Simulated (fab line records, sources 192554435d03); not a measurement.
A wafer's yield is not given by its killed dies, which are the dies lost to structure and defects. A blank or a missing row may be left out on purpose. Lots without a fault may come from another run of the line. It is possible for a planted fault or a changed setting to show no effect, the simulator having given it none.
fab line records | flow n5Finfet
record lots=10 | wafers=30 | lastDay=17
route steps=1938 shown START@1 WELL_APT@33 PMOS_HMC_CHANNEL_EPI@73 BEOL_M4@1111 PASSIVATION@1936
lots that met no fault: taken from a fault-free run of the same line
startH: hours from the record's first day to the start of the lot's first wafer shown | waitH: time in hours since the lot's previous step | " unchanged from the row above | L1.1+2: a single row standing in for several wafers | - no value, or no start was given | * or withheld: withheld | < > ~ a bound
route shown NAME@n: a module of which the file shows steps, and the number in the route of the first | usual: mean/standard deviation of fault-free wafers | same: alike in all rows | chamber/n: place in a boat | sites: each site's reading | _std_site: how widely they spread, as a standard deviation | _edge_site: outer sites' mean less inner sites' | radiusMm: for every site, how far away it sits from the centre of the wafer | mask NAME#n: copy n | behind: the last tool/chamber to shape the wafer | hold: cause of the lot's hold/its duration in hours/its outcome | device: whichever transistor did not switch (one of n, p or np) | end of line: at the end of the route, the tests of the same wafers | where a step has no rows: the recipe by itself | killed: dies that structure and defects cost at the first sort, which is not the same as the wafer's yield | map: a wafer's dies, marking killed ones x, the rest . and places with no die _
set.NAME: setting as actually run; set.NAME@STEP: the setting as run at that earlier step | model.NAME: the simulator's own value behind a step, which no gauge read
steps of the route over a sample of lots; a table a step, a row a wafer
services: when a tool's chamber went out of use (startH, in hours from the record's first day, below 0 if earlier), for how many hours, and the reason
## steps
# step N5_START_INSPECT_01
# recipe inspectInstrument=unpatternedScan | mode=incoming
# usual rawDefectCount=5.6/2.1
lot.wafer | tool             | chamber | startH | waitH | rawDefectCount
L296.2    | defectInspect-01 | -       | 18.03  | -     | 6
L296.4    | "                | -       | "      | "     | 8
L296.6    | "                | -       | "      | "     | 6
L298.1    | defectInspect-01 | -       | 30.03  | -     | 3
L298.3    | "                | -       | "      | "     | 5
L298.5    | "                | -       | "      | "     | 8
L299.2    | defectInspect-01 | -       | 36.03  | -     | 3
L299.4    | "                | -       | "      | "     | 4
L299.5    | "                | -       | "      | "     | 6
L300.1    | defectInspect-02 | -       | 42.03  | -     | 2
L300.2    | "                | -       | "      | "     | 5
L300.6    | "                | -       | "      | "     | 6
L304.1    | defectInspect-02 | -       | 66.03  | -     | 6
L304.5    | "                | -       | "      | "     | 6
L304.6    | "                | -       | "      | "     | 3
L305.1    | defectInspect-02 | -       | 72.03  | -     | 6
L305.3    | "                | -       | "      | "     | 5
L305.6    | "                | -       | "      | "     | 7
L306.1    | defectInspect-02 | -       | 78.03  | -     | 5
L306.2    | "                | -       | "      | "     | 4
L306.6    | "                | -       | "      | "     | 4
L307.3    | defectInspect-01 | -       | 84.03  | -     | 6
L307.4    | "                | -       | "      | "     | 5
L307.5    | "                | -       | "      | "     | 5
L311.2    | defectInspect-01 | -       | 108.03 | -     | 6
L311.3    | "                | -       | "      | "     | 8
L311.4    | "                | -       | "      | "     | 7
L316.2    | defectInspect-02 | -       | 138.03 | -     | 10
L316.3    | "                | -       | "      | "     | 7
L316.5    | "                | -       | "      | "     | 6
# step N5_WELL_APT_IMPLANT_15
# recipe species=As | energyKev=25 | doseCm2=1.5e+13 | tiltDeg=0 | rotationDeg=0
# usual doseIonsCm2=1.4999e+13/1.5e+10 | faradayCurrentUA=190/3.6 | rotationDeg=-0.001/0.019
lot.wafer | tool         | chamber | startH | waitH | doseIonsCm2 | faradayCurrentUA | rotationDeg
L296.2    | implanter-01 | 0       | 20.03  | 0.1   | 1.5e+13     | 192              | 0.001
L296.4    | "            | 0       | "      | "     | 1.4992e+13  | 194              | 0.024
L296.6    | "            | 0       | "      | "     | 1.4995e+13  | 193              | 0.009
L298.1    | implanter-01 | 0       | 32.07  | 0.1   | 1.4993e+13  | 195              | 0.030
L298.3    | "            | 0       | "      | "     | 1.4963e+13  | 193              | 0.005
L298.5    | "            | 0       | "      | "     | 1.4979e+13  | 195              | 0.035
L299.2    | implanter-02 | 0       | 38.25  | 0.1   | 1.4997e+13  | 186              | 0.010
L299.4    | "            | 0       | "      | "     | 1.4985e+13  | 187              | -0.013
L299.5    | "            | 0       | "      | "     | 1.4977e+13  | 198              | 0.021
L300.1    | implanter-01 | 0       | 44.85  | 0.1   | 1.5004e+13  | 185              | 0.026
L300.2    | "            | 0       | "      | "     | 1.5015e+13  | 192              | 0.041
L300.6    | "            | 0       | "      | "     | 1.4983e+13  | 189              | 0.011
L304.1    | implanter-01 | 0       | 68.11  | 0.1   | 1.7417e+13  | 221              | -0.017
L304.5    | "            | 0       | "      | "     | 1.7403e+13  | 208              | 0.005
L304.6    | "            | 0       | "      | "     | 1.7404e+13  | 224              | 0.037
L305.1    | implanter-02 | 0       | 74.20  | 0.1   | 1.5011e+13  | 190              | 0.001
L305.3    | "            | 0       | "      | "     | 1.5008e+13  | 188              | -0.017
L305.6    | "            | 0       | "      | "     | 1.5017e+13  | 188              | -0.022
L306.1    | implanter-01 | 0       | 80.05  | 0.1   | 1.7361e+13  | 214              | 0.009
L306.2    | "            | 0       | "      | "     | 1.7382e+13  | 217              | 0.035
L306.6    | "            | 0       | "      | "     | 1.7367e+13  | 226              | 0.021
L307.3    | implanter-01 | 0       | 86.15  | 0.1   | 1.7389e+13  | 220              | -0.007
L307.4    | "            | 0       | "      | "     | 1.7359e+13  | 226              | -0.014
L307.5    | "            | 0       | "      | "     | 1.7378e+13  | 215              | 0.013
L311.2    | implanter-02 | 0       | 109.96 | 0.1   | 1.4983e+13  | 190              | 0.005
L311.3    | "            | 0       | "      | "     | 1.4985e+13  | 187              | -0.010
L311.4    | "            | 0       | "      | "     | 1.4982e+13  | 192              | 0.015
L316.2    | implanter-02 | 0       | 140.32 | 0.1   | 1.4994e+13  | 192              | 0.019
L316.3    | "            | 0       | "      | "     | 1.5009e+13  | 194              | -0.006
L316.5    | "            | 0       | "      | "     | 1.4974e+13  | 191              | 0.020
# step N5_WELL_APT_CD_MEAS_25
# recipe targetCdNm=200 | landingEnergyEv=500 | detector=seInlens
# usual cdNm=200.6/2
lot.wafer | tool     | chamber | startH | waitH | cdNm
L296.2    | cdSem-01 | 0       | 20.76  | -     | 199.6
L296.4    | "        | 0       | "      | "     | 197.2
L296.6    | "        | 0       | "      | "     | 196.2
L298.1    | cdSem-01 | 0       | 32.98  | -     | 200.2
L298.3    | "        | 0       | "      | "     | 200.2
L298.5    | "        | 0       | "      | "     | 199.4
L299.2    | cdSem-01 | 0       | 38.99  | -     | 199.9
L299.4    | "        | 0       | "      | "     | 202.8
L299.5    | "        | 0       | "      | "     | 202.1
L300.1    | cdSem-02 | 0       | 45.61  | -     | 201.5
L300.2    | "        | 0       | "      | "     | 203.1
L300.6    | "        | 0       | "      | "     | 199.8
L304.1    | cdSem-01 | 0       | 69.00  | -     | 198.7
L304.5    | "        | 0       | "      | "     | 199.6
L304.6    | "        | 0       | "      | "     | 200.9
L305.1    | cdSem-01 | 0       | 74.96  | -     | 204.0
L305.3    | "        | 0       | "      | "     | 205.4
L305.6    | "        | 0       | "      | "     | 203.4
L306.1    | cdSem-01 | 0       | 80.82  | -     | 201.5
L306.2    | "        | 0       | "      | "     | 201.0
L306.6    | "        | 0       | "      | "     | 200.7
L307.3    | cdSem-02 | 0       | 86.97  | -     | 204.2
L307.4    | "        | 0       | "      | "     | 201.8
L307.5    | "        | 0       | "      | "     | 201.3
L311.2    | cdSem-02 | 0       | 110.98 | -     | 202.9
L311.3    | "        | 0       | "      | "     | 200.9
L311.4    | "        | 0       | "      | "     | 200.5
L316.2    | cdSem-02 | 0       | 141.04 | -     | 204.0
L316.3    | "        | 0       | "      | "     | 202.0
L316.5    | "        | 0       | "      | "     | 198.6
# step N5_PMOS_HMC_CHANNEL_EPI_ETCH_38
# recipe chemistry=CF4 | target=SiO2 | targetDepthA=15 | ionEnergyEv=350 | pressureMtorr=10 | icpW=800 | biasW=400 | cf4FlowSccm=80
# usual drypumpMotorCurrentA=5.7/0.48 | oesProductAu=0.990/0.025 | throttleValvePct=21.71/0.19
lot.wafer | tool     | chamber | startH | waitH | drypumpMotorCurrentA | oesProductAu | rfHoursCounterH | throttleValvePct
L296.2    | rieSi-06 | 0       | 23.47  | 0.0   | 5.6                  | 0.992        | 205             | 21.88
L296.4    | "        | 1       | "      | "     | 6.0                  | 0.952        | -               | 21.84
L296.6    | "        | 2       | "      | "     | 4.9                  | 1.006        | -               | 21.73
L298.1    | rieSi-06 | 2       | 35.57  | 0.0   | 4.9                  | 1.001        | 46              | 21.73
L298.3    | "        | 3       | "      | "     | 5.0                  | 0.959        | 179             | 21.84
L298.5    | "        | 1       | "      | "     | 6.0                  | 0.958        | -               | 21.87
L299.2    | rieSi-06 | 3       | 41.55  | 0.0   | 5.0                  | 0.966        | 179             | 21.82
L299.4    | "        | 3       | "      | "     | 5.0                  | 0.957        | -               | 21.83
L299.5    | "        | 2       | "      | "     | 4.9                  | 1.001        | -               | 21.73
L300.1    | rieSi-06 | 2       | 48.54  | 0.0   | 4.9                  | 0.997        | 46              | 21.73
L300.2    | "        | 3       | "      | "     | 5.1                  | 0.955        | 179             | 21.83
L300.6    | "        | 3       | "      | "     | 5.1                  | 0.964        | -               | 21.82
L304.1    | rieSi-04 | 0       | 72.00  | 0.0   | 6.1                  | 0.993        | 156             | 21.98
L304.5    | "        | 1       | "      | "     | 6.0                  | 1.014        | -               | 21.62
L304.6    | "        | 2       | "      | "     | 5.4                  | 0.960        | -               | 21.49
L305.1    | rieSi-04 | 1       | 77.65  | 0.0   | 6.0                  | 1.020        | 3               | 21.60
L305.3    | "        | 3       | "      | "     | 6.4                  | 1.012        | 175             | 21.52
L305.6    | "        | 3       | "      | "     | 6.4                  | 1.003        | -               | 21.51
L306.1    | rieSi-04 | 1       | 83.59  | 0.0   | 6.0                  | 1.015        | 3               | 21.60
L306.2    | "        | 0       | "      | "     | 6.0                  | 1.001        | 156             | 21.99
L306.6    | "        | 1       | "      | "     | 6.0                  | 1.032        | -               | 21.61
L307.3    | rieSi-01 | 1       | 89.69  | 0.0   | 5.4                  | 1.003        | 113             | 21.56
L307.4    | "        | 2       | "      | "     | 5.7                  | 1.016        | 55              | 21.40
L307.5    | "        | 2       | "      | "     | 5.7                  | 1.013        | -               | 21.42
L311.2    | rieSi-04 | 0       | 114.12 | 0.0   | 6.1                  | 1.006        | 157             | 22.01
L311.3    | "        | 1       | "      | "     | 6.0                  | 1.029        | 3               | 21.63
L311.4    | "        | 3       | "      | "     | 6.4                  | 1.019        | 176             | 21.52
L316.2    | rieSi-06 | 3       | 144.04 | 0.0   | 5.1                  | 0.961        | 181             | 21.83
L316.3    | "        | 2       | "      | "     | 4.9                  | 1.007        | 48              | 21.74
L316.5    | "        | 1       | "      | "     | 6.0                  | 0.958        | -               | 21.86
# step N5_BEOL_M4_RC_MEAS_101
# usual DIBL_N=36.7/1.8 | DIBL_P=37.0/2.4 | IOFF_N=0.17/0.036 | IOFF_P=0.22/0.042 | ION_N=673/12 | ION_P=462/8.5 | SS_N=71.7/0.62 | SS_P=73.4/0.65 | VT_N=250/3.7 | VT_P=-250/3.7
lot.wafer | tool      | chamber | startH | waitH | DIBL_N[mV/V] | DIBL_P[mV/V] | IOFF_N[nA/um] | IOFF_P[nA/um] | ION_N[uA/um] | ION_P[uA/um] | SS_N[mV/dec] | SS_P[mV/dec] | VT_N[mV] | VT_P[mV]
L296.2    | prober-02 | 0       | 188.56 | 0.2   | 38.5         | 39.0         | 0.19          | 0.25          | 671          | 461          | 71.5         | 73.3         | 250      | -250
L296.4    | "         | 0       | "      | "     | 38.2         | 39.0         | 0.21          | 0.24          | 675          | 460          | 71.9         | 74.6         | 245      | -250
L296.6    | "         | 0       | "      | "     | 37.8         | 37.4         | 0.19          | 0.22          | 667          | 457          | 72.0         | 73.4         | 250      | -249
L300.1    | prober-01 | 0       | 204.56 | 0.0   | 37.7         | 38.4         | 0.17          | 0.21          | 670          | 455          | 72.2         | 73.5         | 251      | -253
L300.2    | "         | 0       | "      | "     | 34.6         | 34.7         | 0.13          | 0.16          | 671          | 456          | 71.1         | 72.0         | 252      | -255
L300.6    | "         | 0       | "      | "     | 35.9         | 35.1         | 0.14          | 0.17          | 655          | 447          | 71.1         | 73.6         | 252      | -254
L298.1    | prober-02 | 0       | 211.89 | 0.0   | 38.2         | 38.0         | 0.18          | 0.24          | 671          | 462          | 72.3         | 73.9         | 249      | -246
L298.3    | "         | 0       | "      | "     | 35.4         | 34.7         | 0.13          | 0.20          | 674          | 470          | 71.2         | 72.7         | 253      | -248
L298.5    | "         | 0       | "      | "     | 36.1         | 35.7         | 0.15          | 0.21          | 661          | 462          | 71.0         | 72.8         | 250      | -251
L299.2    | prober-02 | 0       | 214.95 | 0.2   | 34.1         | 34.9         | 0.11          | 0.15          | 642          | 447          | 71.1         | 73.3         | 257      | -253
L299.4    | "         | 0       | "      | "     | 36.1         | 36.7         | 0.13          | 0.18          | 654          | 443          | 71.3         | 72.7         | 257      | -252
L299.5    | "         | 0       | "      | "     | 33.6         | 34.7         | 0.11          | 0.15          | 647          | 446          | 70.5         | 72.5         | 256      | -255
L306.1    | prober-02 | 0       | 237.03 | 0.0   | 37.4         | 38.0         | 0.18          | 0.23          | 675          | 458          | 71.5         | 74.1         | 248      | -251
L306.2    | "         | 0       | "      | "     | 36.3         | 37.2         | 0.16          | 0.23          | 687          | 471          | 71.8         | 73.4         | 249      | -250
L306.6    | "         | 0       | "      | "     | 37.2         | 36.4         | 0.16          | 0.21          | 689          | 469          | 71.9         | 73.1         | 248      | -250
L304.1    | prober-01 | 0       | 237.71 | 0.0   | 35.9         | 35.8         | 0.17          | 0.25          | 683          | 478          | 71.0         | 72.7         | 246      | -244
L304.5    | "         | 0       | "      | "     | 35.4         | 35.3         | 0.15          | 0.24          | 667          | 470          | 72.1         | 72.2         | 250      | -244
L304.6    | "         | 0       | "      | "     | 37.8         | 37.6         | 0.20          | 0.28          | 672          | 474          | 71.9         | 73.1         | 245      | -243
L305.1    | prober-01 | 0       | 239.43 | 0.0   | 36.1         | 37.0         | 0.14          | 0.20          | 658          | 454          | 70.6         | 73.7         | 254      | -250
L305.3    | "         | 0       | "      | "     | 34.9         | 35.6         | 0.12          | 0.18          | 649          | 449          | 71.2         | 73.3         | 256      | -251
L305.6    | "         | 0       | "      | "     | 35.9         | 35.9         | 0.13          | 0.19          | 659          | 455          | 71.2         | 73.3         | 251      | -254
L307.3    | prober-01 | 0       | 262.71 | 0.3   | 36.3         | 38.5         | 0.17          | 0.25          | 680          | 467          | 71.7         | 74.2         | 246      | -247
L307.4    | "         | 0       | "      | "     | 31.7         | 31.5         | 0.10          | 0.15          | 651          | 457          | 69.3         | 72.0         | 256      | -251
L307.5    | "         | 0       | "      | "     | 38.1         | 39.8         | 0.20          | 0.27          | 668          | 463          | 72.6         | 74.4         | 248      | -248
L311.2    | prober-02 | 0       | 272.55 | 0.2   | 34.4         | 35.6         | 0.13          | 0.18          | 669          | 461          | 69.5         | 72.7         | 251      | -253
L311.3    | "         | 0       | "      | "     | 36.2         | 37.1         | 0.15          | 0.22          | 677          | 474          | 71.6         | 73.1         | 249      | -247
L311.4    | "         | 0       | "      | "     | 34.7         | 35.4         | 0.13          | 0.18          | 654          | 457          | 71.0         | 73.0         | 251      | -251
L316.2    | prober-02 | 0       | 302.50 | 0.2   | 38.1         | 36.4         | 0.17          | 0.25          | 687          | 471          | 71.4         | 73.9         | 247      | -248
L316.3    | "         | 0       | "      | "     | 39.6         | 38.4         | 0.20          | 0.29          | 671          | 462          | 72.5         | 73.2         | 250      | -247
L316.5    | "         | 0       | "      | "     | 37.0         | 35.7         | 0.15          | 0.23          | 683          | 470          | 70.7         | 73.3         | 249      | -248
# step N5_PASSIVATION_PROBE_49
# usual defectLimitedYield=91.1/1.4 | killed_at_M0_to_M3=32/9.3 | killed_at_M4_up=13/5.8 | killedAtContacts=12/6.3 | killedAtFrontEnd=44/12 | killedAtOther=3.6/2.7 | killedDies=104/17 | killedOpen=69/13 | killedShort=34/6.9 | sort_bin_5_function=5.2/0.98 | sort_bin_6_memory=3.3/0.59 | sort_bin_8_speed=0.01/0.039 | sortNPass=1075/17 | sortYieldPct=91.1/1.4
# same grossDies=1180 | killedAtBackSide=0 | sort_bin_4_leakage[%]=0
lot.wafer | tool      | chamber | startH | waitH | defectLimitedYield[%] | killed_at_M0_to_M3 | killed_at_M4_up | killedAtContacts | killedAtFrontEnd | killedAtOther | killedDies | killedOpen | killedShort | sort_bin_5_function[%] | sort_bin_6_memory[%] | sort_bin_8_speed[%] | sortNPass | sortYieldPct[%]
L296.2    | prober-01 | -       | 292.65 | 0.1   | 90.6                  | 20                 | 17              | 11               | 62               | 1             | 111        | 74         | 32          | 5.3                    | 3.4                  | 0                   | 1069      | 90.6
L296.4    | prober-01 | -       | 292.75 | 0.2   | 91.0                  | 33                 | 11              | 6                | 54               | 2             | 106        | 67         | 38          | 5.8                    | 3.1                  | 0                   | 1074      | 91.0
L296.6    | prober-01 | -       | 292.85 | 0.3   | 92.9                  | 31                 | 18              | 13               | 21               | 1             | 84         | 57         | 26          | 4.1                    | 2.8                  | 0                   | 1096      | 92.9
L305.1    | prober-01 | -       | 345.08 | 0.0   | 90.1                  | 48                 | 18              | 18               | 32               | 1             | 117        | 84         | 32          | 6.0                    | 3.7                  | 0                   | 1063      | 90.1
L305.3    | prober-01 | -       | 345.18 | 0.1   | 88.5                  | 38                 | 24              | 21               | 52               | 1             | 136        | 98         | 38          | 7.1                    | 4.2                  | 0                   | 1044      | 88.5
L305.6    | prober-01 | -       | 345.33 | 0.3   | 89.2                  | 44                 | 15              | 26               | 43               | 0             | 128        | 78         | 50          | 6.1                    | 4.1                  | 0                   | 1052      | 89.2
L311.2    | prober-02 | -       | 376.23 | 0.1   | 88.6                  | 34                 | 9               | 18               | 69               | 4             | 134        | 91         | 43          | 7.0                    | 3.8                  | 0                   | 1046      | 88.6
L311.3    | prober-02 | -       | 376.28 | 0.1   | 88.6                  | 40                 | 10              | 8                | 73               | 3             | 134        | 94         | 36          | 6.8                    | 3.8                  | 0                   | 1046      | 88.6
L311.4    | prober-02 | -       | 376.33 | 0.2   | 90.6                  | 34                 | 8               | 10               | 53               | 6             | 111        | 77         | 32          | 4.9                    | 3.9                  | 0                   | 1069      | 90.6
L316.2    | prober-02 | -       | 408.59 | 0.1   | 89.7                  | 42                 | 8               | 7                | 62               | 3             | 122        | 84         | 35          | 6.7                    | 3.2                  | 0                   | 1058      | 89.7
L316.3    | prober-02 | -       | 408.64 | 0.1   | 88.6                  | 75                 | 9               | 13               | 33               | 4             | 134        | 89         | 41          | 6.9                    | 3.9                  | 0                   | 1046      | 88.6
L316.5    | prober-02 | -       | 408.74 | 0.2   | 88.7                  | 51                 | 7               | 10               | 62               | 3             | 133        | 88         | 44          | 6.7                    | 4.1                  | 0                   | 1047      | 88.7
# killed by level:class
L296.2 FIN_SAQP:geometricParticle:open=20 BEOL_M4:geometricParticle:open=11 FIN_SAQP:geometricParticle:short=9 MOL_CONTACT_COAG:geometricParticle:open=8 STI_FIN_REVEAL:geometricParticle:open=5 DUMMY_GATE:geometricParticle:open=4 BEOL_M0_SAQP:geometricParticle:open=4 HKMG_FIN:areaEtch=4
L296.4 FIN_SAQP:geometricParticle:short=14 STI_FIN_REVEAL:geometricParticle:open=11 FIN_SAQP:geometricParticle:open=9 BEOL_M3:geometricParticle:open=9 BEOL_M0_SAQP:geometricParticle:open=7 MOL_CONTACT_COAG:geometricParticle:open=5 STARTING-WAFER:geometricParticle:open=5 GATE_CUT:geometricParticle:short=4
L296.6 MOL_CONTACT_COAG:geometricParticle:open=10 BEOL_M3:geometricParticle:open=8 BEOL_M4:geometricParticle:open=7 BEOL_M0_SAQP:geometricParticle:open=5 STI_FIN_REVEAL:geometricParticle:open=4 GATE_CUT:geometricParticle:short=4 BEOL_M0:geometricParticle:short=4 BEOL_M7:geometricParticle:open=4
L305.1 BEOL_M2:geometricParticle:open=23 MOL_CONTACT_COAG:geometricParticle:open=15 BEOL_M4:geometricParticle:open=12 BEOL_M0_SAQP:geometricParticle:open=10 BEOL_M0_SAQP:geometricParticle:short=10 FIN_SAQP:geometricParticle:open=7 FIN_SAQP:geometricParticle:short=6 STI_FIN_REVEAL:geometricParticle:open=5
L305.3 BEOL_M2:geometricParticle:open=21 MOL_CONTACT_COAG:geometricParticle:open=17 STI_FIN_REVEAL:geometricParticle:open=12 BEOL_M4:geometricParticle:open=9 FIN_SAQP:geometricParticle:open=7 DUMMY_GATE:geometricParticle:open=6 BEOL_M0_SAQP:geometricParticle:short=6 FIN_SAQP:geometricParticle:short=5
L305.6 BEOL_M2:geometricParticle:open=20 MOL_CONTACT_COAG:geometricParticle:open=17 BEOL_M1:geometricParticle:short=10 MOL_CONTACT_COAG:geometricParticle:short=9 FIN_SAQP:geometricParticle:short=8 STI_FIN_REVEAL:geometricParticle:open=7 BEOL_M4:geometricParticle:open=7 DUMMY_GATE:geometricParticle:open=6
L311.2 STI_FIN_REVEAL:geometricParticle:open=18 MOL_CONTACT_COAG:geometricParticle:open=15 GATE_CUT:geometricParticle:short=11 BEOL_M0_SAQP:geometricParticle:short=11 FIN_SAQP:geometricParticle:open=9 DUMMY_GATE:geometricParticle:open=9 BEOL_M0_SAQP:geometricParticle:open=9 BEOL_M2:geometricParticle:open=9
L311.3 STI_FIN_REVEAL:geometricParticle:open=18 FIN_SAQP:geometricParticle:open=16 DUMMY_GATE:geometricParticle:open=11 FIN_SAQP:geometricParticle:short=9 BEOL_M2:geometricParticle:open=8 BEOL_M0:geometricParticle:open=8 MOL_CONTACT_COAG:geometricParticle:open=7 BEOL_M4:geometricParticle:open=7
L311.4 BEOL_M0_SAQP:geometricParticle:open=10 STI_FIN_REVEAL:geometricParticle:open=8 MOL_CONTACT_COAG:geometricParticle:open=8 FIN_SAQP:geometricParticle:open=7 STARTING-WAFER:geometricParticle:open=7 GATE_CUT:geometricParticle:short=6 BEOL_M3:geometricParticle:open=6 FIN_SAQP:geometricParticle:short=5
L316.2 STI_FIN_REVEAL:geometricParticle:open=20 BEOL_M2:geometricParticle:open=13 FIN_SAQP:geometricParticle:open=12 BEOL_M0_SAQP:geometricParticle:short=9 STI_FIN_REVEAL:geometricParticle:short=6 BEOL_M0_SAQP:geometricParticle:open=6 FIN_SAQP:geometricParticle:short=5 MOL_CONTACT_COAG:geometricParticle:open=5
L316.3 BEOL_M0_SAQP:geometricParticle:open=23 BEOL_M0_SAQP:geometricParticle:short=14 BEOL_M1:geometricParticle:open=10 BEOL_M2:geometricParticle:open=10 MOL_CONTACT_COAG:geometricParticle:open=9 FIN_SAQP:geometricParticle:open=6 STI_FIN_REVEAL:geometricParticle:open=6 BEOL_M0:geometricParticle:open=6
L316.5 STI_FIN_REVEAL:geometricParticle:open=20 BEOL_M2:geometricParticle:open=17 FIN_SAQP:geometricParticle:open=10 BEOL_M0_SAQP:geometricParticle:short=10 FIN_SAQP:geometricParticle:short=9 MOL_CONTACT_COAG:geometricParticle:open=8 DUMMY_GATE:geometricParticle:open=6 BEOL_M0_SAQP:geometricParticle:open=6
## services
tool         | chamber | startH | hours | kind
rieSi-06     | 3       | 23.44  | 1.9   | repair
rieSi-06     | 3       | 27.42  | 1.4   | repair
rieSi-01     | 3       | 31.87  | 8.5   | repair
rieSi-06     | 0       | 34.36  | -     | clean
rieSi-06     | 0       | 34.36  | -     | consumableReplace:focusRing
rieSi-06     | 0       | 34.36  | 18.8  | scheduledDown
rieSi-06     | 0       | 34.36  | 18.8  | ventCycle
rieSi-04     | 3       | 45.57  | 4.1   | repair
rieSi-04     | -       | 50.82  | 2.2   | repair
implanter-02 | -       | 52.00  | 4.2   | repair
rieSi-04     | -       | 54.79  | 0.3   | repair
implanter-01 | -       | 57.90  | 0.6   | repair
rieSi-01     | -       | 67.96  | 0.6   | repair
rieSi-06     | 1       | 81.23  | 2.9   | repair
implanter-01 | -       | 102.77 | 2.9   | repair
rieSi-01     | 1       | 107.74 | 7.3   | repair
rieSi-04     | 2       | 121.91 | 6.5   | repair
implanter-01 | -       | 130.37 | 3.2   | pm
rieSi-01     | 2       | 139.71 | 5.5   | repair
## key
firstSign step=N5_WELL_APT_IMPLANT_15 | reading=doseIonsCm2 | direction=up | sigmas=99+ | usual=1.4999e+13 | struck=1.7385e+13
effect step=N5_WELL_APT_IMPLANT_15 | reading=faradayCurrentUA | direction=up | sigmas=8 | usual=190 | struck=219
metAt N5_WELL_APT_IMPLANT_15
struckLots L304,L306,L307
notActingAt N5_START_INSPECT_01,N5_WELL_APT_CD_MEAS_25,N5_PMOS_HMC_CHANNEL_EPI_ETCH_38
onsetBetween 44.85 68.11
fault kind=processParameterDrift | tool=implanter-01 | chamber=- | onsetH=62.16 | steps=N5_WELL_APT_IMPLANT_15 | channel=doseCm2 | offset=2.3727e+12 | shape=step | endH=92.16 | actsIn=theseRecipesOnly | stated=1.5e+13
